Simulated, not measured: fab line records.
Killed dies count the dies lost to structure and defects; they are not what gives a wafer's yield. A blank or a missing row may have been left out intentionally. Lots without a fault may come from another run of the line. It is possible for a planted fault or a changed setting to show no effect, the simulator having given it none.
fab line records ; flow n5_finfet ; part 1 of 2: steps 1 to 4 of 6
record lots=24; wafers=72; last_day=17
route steps=1938 shown BEOL_M0@723 BEOL_M1@752
lots untouched by any fault: they come from a run of this same line in which no faults occurred
start_h: start of the lot's first displayed wafer, in hours after the record's first day ; wait_h: time in hours since the lot's previous step ; " repeats the value in the row above ; L1.1+2: several wafers, shown together as one row ; - no value present, or no start provided ; * or withheld: withheld ; < > ~ a bound
route shown NAME@n: NAME is a module with steps in the file, n the number in the route of the first one ; usual: mean and standard deviation over wafers with no fault ; same: alike in all rows ; chamber/n: place in a boat ; sites: the reading at each site ; _std_site: standard deviation across them ; _edge_site: inner sites' mean taken away from outer sites' mean ; radius_mm: how far each site lies from the wafer's centre ; mask NAME#n: copy n ; behind: tool/chamber where the wafer was last shaped ; hold: why the lot went on hold/how many hours it stayed there/how the hold came to an end ; device: whichever transistor did not switch (one of n, p or np) ; end of line: the tests these same wafers got at the end of their route ; where a step has no rows: the recipe by itself ; killed: not the wafer's yield, but the dies lost to structure and defects at the first sort ; map: shows each die of a wafer: x if killed, . if not, _ if none is there
set.NAME: the setting the step ran with; set.NAME@STEP: the setting that earlier step ran with ; model.NAME: the simulator's own value behind a step, which no gauge read
a sample of lots followed through the steps of the route, with each step as a table and each wafer as a row
services: a tool's chamber out of use, with start hour (start_h, from the record's first day; less than 0 if before it), hours out, and reason
## steps
# step N5_BEOL_M0_OCD_MEAS_108
# usual trench_depth_nm=32.8/0.61
lot.wafer;tool;chamber;start_h;wait_h;trench_depth_nm
L074.2;ocd-01;-;113.70;0.1;33.0
L074.5;ocd-01;-;113.70;0.1;32.6
L074.6;ocd-01;-;113.70;0.1;33.9
L075.3;ocd-01;-;129.35;0.1;32.6
L075.4;ocd-01;-;129.35;0.1;32.3
L075.5;ocd-01;-;129.35;0.1;33.3
L077.1;ocd-02;-;131.44;0.1;33.0
L077.3;ocd-02;-;131.44;0.1;32.2
L077.5;ocd-02;-;131.44;0.1;32.5
L076.2;ocd-02;-;131.46;0.1;34.4
L076.4;ocd-02;-;131.46;0.1;34.4
L076.6;ocd-02;-;131.46;0.1;32.0
L078.1;ocd-01;-;148.43;0.1;32.1
L078.3;ocd-01;-;148.43;0.1;32.4
L078.6;ocd-01;-;148.43;0.1;32.5
L079.1;ocd-01;-;148.83;0.1;32.7
L079.4;ocd-01;-;148.83;0.1;32.6
L079.6;ocd-01;-;148.83;0.1;32.8
L080.1;ocd-01;-;151.66;0.1;33.0
L080.3;ocd-01;-;151.66;0.1;32.9
L080.6;ocd-01;-;151.66;0.1;33.7
L081.1;ocd-02;-;154.31;0.1;33.3
L081.4;ocd-02;-;154.31;0.1;32.5
L081.6;ocd-02;-;154.31;0.1;32.9
L082.1;ocd-01;-;161.92;0.1;33.3
L082.4;ocd-01;-;161.92;0.1;32.4
L082.6;ocd-01;-;161.92;0.1;33.5
L083.1;ocd-02;-;168.05;0.1;33.1
L083.2;ocd-02;-;168.05;0.1;33.6
L083.4;ocd-02;-;168.05;0.1;33.4
L084.3;ocd-01;-;174.36;0.1;32.0
L084.5;ocd-01;-;174.36;0.1;32.6
L084.6;ocd-01;-;174.36;0.1;32.7
L085.2;ocd-01;-;184.54;0.1;32.4
L085.4;ocd-01;-;184.54;0.1;33.4
L085.6;ocd-01;-;184.54;0.1;33.1
L086.1;ocd-02;-;188.01;0.1;33.3
L086.2;ocd-02;-;188.01;0.1;31.9
L086.4;ocd-02;-;188.01;0.1;31.5
L087.2;ocd-02;-;199.25;0.1;32.7
L087.5;ocd-02;-;199.25;0.1;32.6
L087.6;ocd-02;-;199.25;0.1;33.5
L088.2;ocd-02;-;210.83;0.1;32.1
L088.3;ocd-02;-;210.83;0.1;32.0
L088.5;ocd-02;-;210.83;0.1;32.5
L089.2;ocd-01;-;211.15;0.1;32.2
L089.3;ocd-01;-;211.15;0.1;32.6
L089.6;ocd-01;-;211.15;0.1;32.5
L090.1;ocd-02;-;218.27;0.1;33.0
L090.3;ocd-02;-;218.27;0.1;32.2
L090.6;ocd-02;-;218.27;0.1;33.0
L091.4;ocd-02;-;220.26;0.1;33.9
L091.5;ocd-02;-;220.26;0.1;33.8
L091.6;ocd-02;-;220.26;0.1;34.8
L092.1;ocd-01;-;226.25;0.1;33.1
L092.4;ocd-01;-;226.25;0.1;32.2
L092.6;ocd-01;-;226.25;0.1;31.9
L093.1;ocd-01;-;233.55;0.1;33.3
L093.4;ocd-01;-;233.55;0.1;32.0
L093.5;ocd-01;-;233.55;0.1;31.9
L094.2;ocd-01;-;238.72;0.1;33.0
L094.3;ocd-01;-;238.72;0.1;32.6
L094.4;ocd-01;-;238.72;0.1;33.3
L095.1;ocd-02;-;247.14;0.1;32.1
L095.3;ocd-02;-;247.14;0.1;32.1
L095.4;ocd-02;-;247.14;0.1;32.3
L096.2;ocd-02;-;251.33;0.1;32.7
L096.3;ocd-02;-;251.33;0.1;32.5
L096.6;ocd-02;-;251.33;0.1;32.4
L097.1;ocd-02;-;258.50;0.1;33.4
L097.4;ocd-02;-;258.50;0.1;33.4
L097.5;ocd-02;-;258.50;0.1;34.1
# step N5_BEOL_M1_THK_MEAS_01
# recipe reads=SiOC_of_BEOL_M1_ILD_DEP_00
# usual M1_ILD_THK=78.8/1
lot.wafer;tool;chamber;start_h;wait_h;M1_ILD_THK[nm]
L074.2;film_metro-02;-;117.10;0.1;76.5
L074.5;film_metro-02;-;117.10;0.1;78.2
L074.6;film_metro-02;-;117.10;0.1;77.5
L075.3;film_metro-01;-;132.67;0.1;79.2
L075.4;film_metro-01;-;132.67;0.1;80.4
L075.5;film_metro-01;-;132.67;0.1;79.1
L077.1;film_metro-02;-;135.42;0.0;76.9
L077.3;film_metro-02;-;135.42;0.0;77.2
L077.5;film_metro-02;-;135.42;0.0;77.9
L076.2;film_metro-02;-;135.48;0.1;79.7
L076.4;film_metro-02;-;135.48;0.1;80.2
L076.6;film_metro-02;-;135.48;0.1;81.1
L078.1;film_metro-02;-;152.57;0.0;77.8
L078.3;film_metro-02;-;152.57;0.0;78.7
L078.6;film_metro-02;-;152.57;0.0;78.7
L079.1;film_metro-02;-;153.13;0.0;78.9
L079.4;film_metro-02;-;153.13;0.0;79.8
L079.6;film_metro-02;-;153.13;0.0;79.5
L080.1;film_metro-02;-;154.78;0.0;79.4
L080.3;film_metro-02;-;154.78;0.0;78.0
L080.6;film_metro-02;-;154.78;0.0;79.4
L081.1;film_metro-01;-;158.85;0.0;76.7
L081.4;film_metro-01;-;158.85;0.0;78.6
L081.6;film_metro-01;-;158.85;0.0;78.8
L082.1;film_metro-01;-;164.74;0.0;79.0
L082.4;film_metro-01;-;164.74;0.0;80.3
L082.6;film_metro-01;-;164.74;0.0;80.0
L083.1;film_metro-02;-;172.26;0.0;80.5
L083.2;film_metro-02;-;172.26;0.0;78.8
L083.4;film_metro-02;-;172.26;0.0;79.8
L084.3;film_metro-02;-;178.55;0.1;79.4
L084.5;film_metro-02;-;178.55;0.1;79.5
L084.6;film_metro-02;-;178.55;0.1;79.8
L085.2;film_metro-01;-;189.34;0.1;77.9
L085.4;film_metro-01;-;189.34;0.1;80.3
L085.6;film_metro-01;-;189.34;0.1;78.7
L086.1;film_metro-01;-;191.19;0.0;77.1
L086.2;film_metro-01;-;191.19;0.0;76.8
L086.4;film_metro-01;-;191.19;0.0;78.5
L087.2;film_metro-02;-;204.13;0.1;78.1
L087.5;film_metro-02;-;204.13;0.1;79.5
L087.6;film_metro-02;-;204.13;0.1;78.6
L088.2;film_metro-02;-;213.74;0.1;78.0
L088.3;film_metro-02;-;213.74;0.1;79.2
L088.5;film_metro-02;-;213.74;0.1;78.3
L089.2;film_metro-01;-;214.33;0.1;78.8
L089.3;film_metro-01;-;214.33;0.1;78.3
L089.6;film_metro-01;-;214.33;0.1;79.6
L090.1;film_metro-02;-;221.61;0.1;78.8
L090.3;film_metro-02;-;221.61;0.1;77.8
L090.6;film_metro-02;-;221.61;0.1;78.8
L091.4;film_metro-01;-;223.55;0.0;79.5
L091.5;film_metro-01;-;223.55;0.0;79.6
L091.6;film_metro-01;-;223.55;0.0;78.7
L092.1;film_metro-02;-;230.99;0.1;78.1
L092.4;film_metro-02;-;230.99;0.1;79.3
L092.6;film_metro-02;-;230.99;0.1;79.4
L093.1;film_metro-01;-;237.97;0.0;79.7
L093.4;film_metro-01;-;237.97;0.0;81.0
L093.5;film_metro-01;-;237.97;0.0;81.3
L094.2;film_metro-02;-;241.59;0.1;78.1
L094.3;film_metro-02;-;241.59;0.1;77.0
L094.4;film_metro-02;-;241.59;0.1;80.2
L095.1;film_metro-01;-;250.69;0.0;77.6
L095.3;film_metro-01;-;250.69;0.0;78.0
L095.4;film_metro-01;-;250.69;0.0;78.8
L096.2;film_metro-02;-;254.38;0.1;77.3
L096.3;film_metro-02;-;254.38;0.1;78.4
L096.6;film_metro-02;-;254.38;0.1;79.7
L097.1;film_metro-01;-;261.69;0.0;79.3
L097.4;film_metro-01;-;261.69;0.0;80.1
L097.5;film_metro-01;-;261.69;0.0;79.2
# step N5_BEOL_M1_ETCH_64
# recipe chemistry=N2/H2; target=SOC; target_depth_a=750; overetch_a=150; mask_material=SiARC; temp_c=40; time_s=112.5; ion_energy_ev=200; pressure_mtorr=30; source_w=840; bias_w=150; n2_flow_sccm=200; h2_flow_sccm=200
# usual drypump_motor_current_A=5.7/0.58; oes_product_au=0.62/0.068; rf_vpp_V=524/3.1; showerhead_plenum_p_Torr=2.55/0.11; throttle_valve_pct=17.79/0.24
lot.wafer;tool;chamber;start_h;wait_h;drypump_motor_current_A;oes_product_au;rf_hours_counter_h;rf_vpp_V;showerhead_plenum_p_Torr;throttle_valve_pct
L074.2;rie_diel-05;2;118.07;0.0;6.2;0.58;155;521;2.44;17.85
L074.5;rie_diel-05;3;118.07;0.0;6.8;0.63;-;522;2.46;17.79
L074.6;rie_diel-05;2;118.07;0.0;6.2;0.58;-;521;2.44;17.85
L075.3;rie_diel-03;3;133.39;0.0;5.2;0.62;110;518;2.36;17.61
L075.4;rie_diel-03;1;133.39;0.0;5.5;0.59;162;526;2.64;17.66
L075.5;rie_diel-03;2;133.39;0.0;5.1;0.60;-;525;2.65;17.63
L077.1;rie_diel-01;1;138.23;0.0;5.8;0.75;17;528;2.71;17.47
L077.3;rie_diel-01;3;138.23;0.0;4.9;0.54;237;526;2.62;17.79
L077.5;rie_diel-01;0;138.23;0.0;6.0;0.55;-;525;2.62;18.03
L076.2;rie_diel-05;0;138.24;0.0;4.7;0.70;24;523;2.48;17.50
L076.4;rie_diel-05;2;138.24;0.0;6.2;0.58;160;521;2.43;17.87
L076.6;rie_diel-05;3;138.24;0.0;6.8;0.62;-;522;2.45;17.81
L078.1;rie_diel-05;2;154.49;0.0;6.2;0.57;166;521;2.43;17.86
L078.3;rie_diel-05;3;154.49;0.0;6.8;0.61;136;520;2.45;17.82
L078.6;rie_diel-05;2;154.49;0.0;6.2;0.57;-;520;2.43;17.85
L079.1;rie_diel-05;3;154.75;0.0;6.8;0.62;136;521;2.45;17.82
L079.4;rie_diel-05;0;154.75;0.0;4.7;0.70;30;521;2.48;17.51
L079.6;rie_diel-05;1;154.75;0.0;6.0;0.54;-;522;2.51;18.32
L080.1;rie_diel-03;2;155.88;0.0;5.2;0.60;144;526;2.65;17.64
L080.3;rie_diel-03;1;155.88;0.0;5.5;0.59;168;526;2.64;17.67
L080.6;rie_diel-03;0;155.88;0.0;5.4;0.57;-;524;2.61;17.83
L081.1;rie_diel-03;1;161.37;0.0;5.5;0.59;170;527;2.64;17.70
L081.4;rie_diel-03;3;161.37;0.0;5.2;0.62;119;519;2.36;17.62
L081.6;rie_diel-03;0;161.37;0.0;5.4;0.55;-;526;2.61;17.83
L082.1;rie_diel-03;2;167.94;0.0;5.2;0.60;147;527;2.65;17.64
L082.4;rie_diel-03;3;167.94;0.0;5.2;0.62;120;519;2.35;17.64
L082.6;rie_diel-03;1;167.94;0.0;5.5;0.59;-;526;2.64;17.68
L083.1;rie_diel-05;3;174.97;0.0;6.8;0.61;143;522;2.45;17.83
L083.2;rie_diel-05;2;174.97;0.0;6.2;0.57;171;521;2.43;17.89
L083.4;rie_diel-05;1;174.97;0.0;6.0;0.54;248;524;2.51;18.33
L084.3;rie_diel-01;0;180.19;0.0;6.0;0.54;249;528;2.62;18.04
L084.5;rie_diel-01;0;180.19;0.0;6.0;0.54;-;524;2.62;18.05
L084.6;rie_diel-01;1;180.19;0.0;5.8;0.71;-;527;2.70;17.50
L085.2;rie_diel-03;1;190.81;0.0;5.5;0.59;177;527;2.63;17.70
L085.4;rie_diel-03;0;190.81;0.0;5.4;0.55;231;527;2.61;17.84
L085.6;rie_diel-03;2;190.81;0.0;5.2;0.59;-;525;2.65;17.65
L086.1;rie_diel-01;1;193.02;0.0;5.8;0.72;36;528;2.70;17.52
L086.2;rie_diel-01;2;193.02;0.0;6.4;0.59;189;526;2.64;18.26
L086.4;rie_diel-01;0;193.02;0.0;6.0;0.54;-;526;2.61;18.05
L087.2;rie_diel-05;2;205.94;0.0;6.2;0.56;183;519;2.42;17.90
L087.5;rie_diel-05;2;205.94;0.0;6.2;0.57;-;520;2.42;17.88
L087.6;rie_diel-05;1;205.94;0.0;6.0;0.77;-;523;2.51;17.92
L088.2;rie_diel-03;0;216.24;0.0;5.3;0.56;238;525;2.60;17.86
L088.3;rie_diel-03;2;216.24;0.0;5.1;0.59;161;527;2.64;17.69
L088.5;rie_diel-03;3;216.24;0.0;5.2;0.60;-;517;2.35;17.66
L089.2;rie_diel-03;0;217.45;0.0;5.4;0.55;238;526;2.60;17.87
L089.3;rie_diel-03;2;217.45;0.0;5.1;0.59;162;525;2.64;17.68
L089.6;rie_diel-03;3;217.45;0.0;5.2;0.60;-;518;2.35;17.66
L090.1;rie_diel-01;2;223.24;0.0;6.4;0.57;199;526;2.63;18.27
L090.3;rie_diel-01;1;223.24;0.0;5.8;0.69;46;528;2.69;17.53
L090.6;rie_diel-01;3;223.24;0.0;4.9;0.74;-;526;2.61;17.42
L091.4;rie_diel-01;0;225.95;0.0;6.0;0.80;0;526;2.61;17.65
L091.5;rie_diel-01;1;225.95;0.0;5.8;0.70;-;527;2.69;17.54
L091.6;rie_diel-01;2;225.95;0.0;6.4;0.58;-;526;2.63;18.29
L092.1;rie_diel-01;3;233.71;0.0;4.9;0.73;12;526;2.61;17.41
L092.4;rie_diel-01;0;233.71;0.0;6.0;0.78;2;526;2.61;17.67
L092.6;rie_diel-01;1;233.71;0.0;5.8;0.69;-;528;2.69;17.54
L093.1;rie_diel-05;0;238.90;0.0;4.7;0.66;57;522;2.47;17.59
L093.4;rie_diel-05;1;238.90;0.0;6.0;0.74;11;522;2.51;17.93
L093.5;rie_diel-05;3;238.90;0.0;6.8;0.60;-;521;2.44;17.86
L094.2;rie_diel-03;3;243.53;0.0;5.2;0.60;143;517;2.35;17.68
L094.3;rie_diel-03;1;243.53;0.0;5.5;0.57;193;525;2.63;17.71
L094.4;rie_diel-03;2;243.53;0.0;5.1;0.58;170;526;2.64;17.69
L095.1;rie_diel-01;1;252.10;0.0;5.8;0.68;56;529;2.69;17.56
L095.3;rie_diel-01;0;252.10;0.0;6.0;0.76;9;526;2.61;17.66
L095.4;rie_diel-01;0;252.10;0.0;6.0;0.76;-;525;2.61;17.65
L096.2;rie_diel-03;0;255.96;0.0;5.4;0.54;251;526;2.60;17.87
L096.3;rie_diel-03;1;255.96;0.0;5.4;0.57;197;528;2.63;17.73
L096.6;rie_diel-03;0;255.96;0.0;5.4;0.55;-;526;2.60;17.87
L097.1;rie_diel-05;1;263.59;0.0;6.0;0.72;18;522;2.50;17.94
L097.4;rie_diel-05;3;263.59;0.0;6.8;0.59;172;521;2.44;17.85
L097.5;rie_diel-05;2;263.59;0.0;6.2;0.55;-;521;2.42;17.92
# step N5_BEOL_M1_STRIP_66
# recipe chemistry=CF4; resist=SiARC; power_w=300; bias_power_w=75; pressure_mtorr=50; cf4_flow_sccm=150; rf_frequency_hz=6e+07
# usual drypump_motor_current_A=5.7/0.58; oes_product_au=0.77/0.085; rf_vpp_V=271.3/1.9; showerhead_plenum_p_Torr=1.80/0.07; throttle_valve_pct=13.55/0.21
lot.wafer;tool;chamber;start_h;wait_h;drypump_motor_current_A;oes_product_au;rf_hours_counter_h;rf_vpp_V;showerhead_plenum_p_Torr;throttle_valve_pct
L074.2;rie_diel-05;2;118.20;0.0;6.2;0.73;155;269.9;1.72;13.67
L074.5;rie_diel-05;3;118.20;0.0;6.8;0.78;-;269.6;1.73;13.55
L074.6;rie_diel-05;2;118.20;0.0;6.2;0.72;-;270.0;1.72;13.67
L075.3;rie_diel-03;3;133.51;0.0;5.2;0.78;110;268.3;1.68;13.43
L075.4;rie_diel-03;1;133.51;0.0;5.5;0.74;162;272.5;1.85;13.44
L075.5;rie_diel-03;2;133.51;0.0;5.2;0.75;-;272.5;1.86;13.49
L077.1;rie_diel-01;1;138.36;0.0;5.8;0.92;17;275.4;1.90;13.25
L077.3;rie_diel-01;3;138.36;0.0;4.9;0.67;237;271.4;1.84;13.65
L077.5;rie_diel-01;0;138.36;0.0;6.0;0.69;-;273.2;1.84;13.85
L076.2;rie_diel-05;0;138.37;0.0;4.7;0.88;24;270.7;1.76;13.27
L076.4;rie_diel-05;2;138.37;0.0;6.2;0.72;160;270.4;1.72;13.68
L076.6;rie_diel-05;3;138.37;0.0;6.8;0.77;-;269.8;1.73;13.58
L078.1;rie_diel-05;2;154.61;0.0;6.2;0.72;166;270.0;1.72;13.69
L078.3;rie_diel-05;3;154.61;0.0;6.8;0.77;136;270.5;1.73;13.58
L078.6;rie_diel-05;2;154.61;0.0;6.2;0.72;-;269.7;1.72;13.71
L079.1;rie_diel-05;3;154.88;0.0;6.8;0.77;136;269.1;1.73;13.60
L079.4;rie_diel-05;0;154.88;0.0;4.7;0.88;30;270.0;1.75;13.29
L079.6;rie_diel-05;1;154.88;0.0;6.0;0.67;-;270.1;1.77;13.91
L080.1;rie_diel-03;2;156.01;0.0;5.2;0.75;144;273.3;1.86;13.50
L080.3;rie_diel-03;1;156.01;0.0;5.4;0.74;168;271.2;1.85;13.47
L080.6;rie_diel-03;0;156.01;0.0;5.4;0.71;-;271.9;1.85;13.63
L081.1;rie_diel-03;1;161.50;0.0;5.5;0.74;170;272.9;1.85;13.46
L081.4;rie_diel-03;3;161.50;0.0;5.2;0.77;119;268.8;1.68;13.45
L081.6;rie_diel-03;0;161.50;0.0;5.3;0.70;-;272.9;1.85;13.61
L082.1;rie_diel-03;2;168.06;0.0;5.1;0.74;147;273.0;1.86;13.50
L082.4;rie_diel-03;3;168.06;0.0;5.2;0.77;120;267.7;1.68;13.47
L082.6;rie_diel-03;1;168.06;0.0;5.5;0.74;-;273.9;1.85;13.48
L083.1;rie_diel-05;3;175.10;0.0;6.7;0.77;143;269.1;1.72;13.60
L083.2;rie_diel-05;2;175.10;0.0;6.2;0.72;171;270.8;1.72;13.71
L083.4;rie_diel-05;1;175.10;0.0;6.0;0.68;249;272.1;1.77;13.92
L084.3;rie_diel-01;0;180.31;0.0;6.0;0.68;249;271.7;1.84;13.87
L084.5;rie_diel-01;0;180.31;0.0;6.0;0.68;-;271.7;1.84;13.87
L084.6;rie_diel-01;1;180.31;0.0;5.8;0.89;-;274.1;1.89;13.28
L085.2;rie_diel-03;1;190.94;0.0;5.4;0.73;177;271.7;1.85;13.50
L085.4;rie_diel-03;0;190.94;0.0;5.3;0.70;231;272.2;1.85;13.62
L085.6;rie_diel-03;2;190.94;0.0;5.2;0.74;-;272.5;1.86;13.53
L086.1;rie_diel-01;1;193.15;0.0;5.8;0.89;36;273.5;1.89;13.31
L086.2;rie_diel-01;2;193.15;0.0;6.4;0.73;189;272.5;1.85;13.91
L086.4;rie_diel-01;0;193.15;0.0;6.0;0.68;-;272.2;1.83;13.86
L087.2;rie_diel-05;2;206.07;0.0;6.2;0.71;183;271.5;1.71;13.74
L087.5;rie_diel-05;2;206.07;0.0;6.2;0.70;-;270.4;1.71;13.74
L087.6;rie_diel-05;1;206.07;0.0;6.0;0.97;-;270.9;1.77;13.37
L088.2;rie_diel-03;0;216.37;0.0;5.4;0.69;238;272.2;1.85;13.64
L088.3;rie_diel-03;2;216.37;0.0;5.2;0.73;161;273.0;1.85;13.55
L088.5;rie_diel-03;3;216.37;0.0;5.2;0.75;-;269.1;1.67;13.50
L089.2;rie_diel-03;0;217.57;0.0;5.3;0.69;238;272.8;1.85;13.62
L089.3;rie_diel-03;2;217.57;0.0;5.2;0.73;162;274.4;1.86;13.52
L089.6;rie_diel-03;3;217.57;0.0;5.2;0.76;-;267.9;1.67;13.49
L090.1;rie_diel-01;2;223.37;0.0;6.4;0.72;199;274.4;1.85;13.94
L090.3;rie_diel-01;1;223.37;0.0;5.8;0.87;46;274.2;1.89;13.32
L090.6;rie_diel-01;3;223.37;0.0;4.8;0.92;-;273.3;1.84;13.16
L091.4;rie_diel-01;0;226.07;0.0;6.0;1.00;0;273.1;1.83;13.30
L091.5;rie_diel-01;1;226.07;0.0;5.8;0.86;-;274.8;1.89;13.34
L091.6;rie_diel-01;2;226.07;0.0;6.3;0.72;-;272.0;1.85;13.95
L092.1;rie_diel-01;3;233.84;0.0;4.9;0.91;12;272.1;1.83;13.16
L092.4;rie_diel-01;0;233.84;0.0;6.0;0.99;2;271.4;1.83;13.30
L092.6;rie_diel-01;1;233.84;0.0;5.8;0.86;-;271.9;1.89;13.34
L093.1;rie_diel-05;0;239.03;0.0;4.7;0.83;57;271.1;1.75;13.36
L093.4;rie_diel-05;1;239.03;0.0;6.0;0.93;11;269.0;1.76;13.40
L093.5;rie_diel-05;3;239.03;0.0;6.7;0.75;-;268.0;1.72;13.66
L094.2;rie_diel-03;3;243.65;0.0;5.2;0.75;143;268.8;1.67;13.51
L094.3;rie_diel-03;1;243.65;0.0;5.5;0.72;193;272.9;1.84;13.52
L094.4;rie_diel-03;2;243.65;0.0;5.1;0.73;170;274.3;1.85;13.55
L095.1;rie_diel-01;1;252.23;0.0;5.8;0.86;56;274.1;1.89;13.35
L095.3;rie_diel-01;0;252.23;0.0;6.0;0.95;10;272.4;1.83;13.32
L095.4;rie_diel-01;0;252.23;0.0;6.0;0.94;-;272.3;1.83;13.33
L096.2;rie_diel-03;0;256.08;0.0;5.4;0.68;251;271.6;1.84;13.68
L096.3;rie_diel-03;1;256.08;0.0;5.5;0.71;197;272.8;1.84;13.55
L096.6;rie_diel-03;0;256.08;0.0;5.4;0.68;-;271.7;1.84;13.67
L097.1;rie_diel-05;1;263.72;0.0;6.0;0.90;18;269.0;1.76;13.40
L097.4;rie_diel-05;3;263.72;0.0;6.8;0.74;172;269.5;1.72;13.67
L097.5;rie_diel-05;2;263.72;0.0;6.2;0.69;-;270.3;1.71;13.78
